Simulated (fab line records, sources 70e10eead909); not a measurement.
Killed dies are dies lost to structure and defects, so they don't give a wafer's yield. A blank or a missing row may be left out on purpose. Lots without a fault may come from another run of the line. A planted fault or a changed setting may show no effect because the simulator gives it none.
Which tool did it? | flow nand_harc | 6 lots, 18 wafers sampled, at 3 steps of a route of 1159

WHAT THE GAUGES READ, wafer by wafer
NHARC_A_BLC_INSPECT_28.
lot  | measured     | on                | raw_defect_count
L668 | day 17 17:47 | defect_inspect-01 | 386 307 391
L670 | day 18 12:18 | defect_inspect-01 | 496 396 378
L676 | day 20 19:19 | defect_inspect-01 | 363 538 613
L677 | day 21 06:48 | defect_inspect-01 | 417 403 545
L679 | day 21 14:47 | defect_inspect-02 | 397 584 430
L687 | day 23 05:08 | defect_inspect-01 | 419 366 328

WHICH TOOL RAN EACH LOT (tool, then ch and the chambers of the sampled wafers, then the start)
lot  | NHARC_A_BLC_DEGAS_30         | NHARC_A_BLC_PVD_32
L668 | pvd_sputter-01, day 17 16:24 | pvd_sputter-01, day 17 17:47 or earlier
L670 | pvd_sputter-02, day 18 04:55 | pvd_sputter-02, day 18 12:18 or earlier
L676 | pvd_sputter-01, day 20 17:57 | pvd_sputter-01, day 20 19:19 or earlier
L677 | pvd_sputter-01, day 21 03:04 | pvd_sputter-01, day 21 06:48 or earlier
L679 | pvd_sputter-03, day 21 11:23 | pvd_sputter-03, day 21 14:47 or earlier
L687 | pvd_sputter-01, day 22 21:15 | pvd_sputter-01, day 23 05:08 or earlier
- NHARC_A_BLC_DEGAS_30: time 60 s.
- NHARC_A_BLC_PVD_32: deposits Ti, target thk 5 nm, time 17.7 s.

THE ANSWER, worked out from the rows above alone
Rule: what is usual is taken from the lots themselves. Put in order of their means at a reading, lots are off if they are a third of the lots or fewer, leave a main group of 4 or more, and stand apart from it by a gap of 3 or more times the standard deviation of the main group's means; of several such gaps the widest counts. A main group whose means are all the same, to the digits that the tables above print for the reading, isn't used. A lot without any number at a reading at which 4 lots or more have one is off too. The other lots that the step has rows for count as sound.
No lot is off at any reading shown: from this, nothing can be told.

WHAT THE SIMULATOR HAD PUT IN
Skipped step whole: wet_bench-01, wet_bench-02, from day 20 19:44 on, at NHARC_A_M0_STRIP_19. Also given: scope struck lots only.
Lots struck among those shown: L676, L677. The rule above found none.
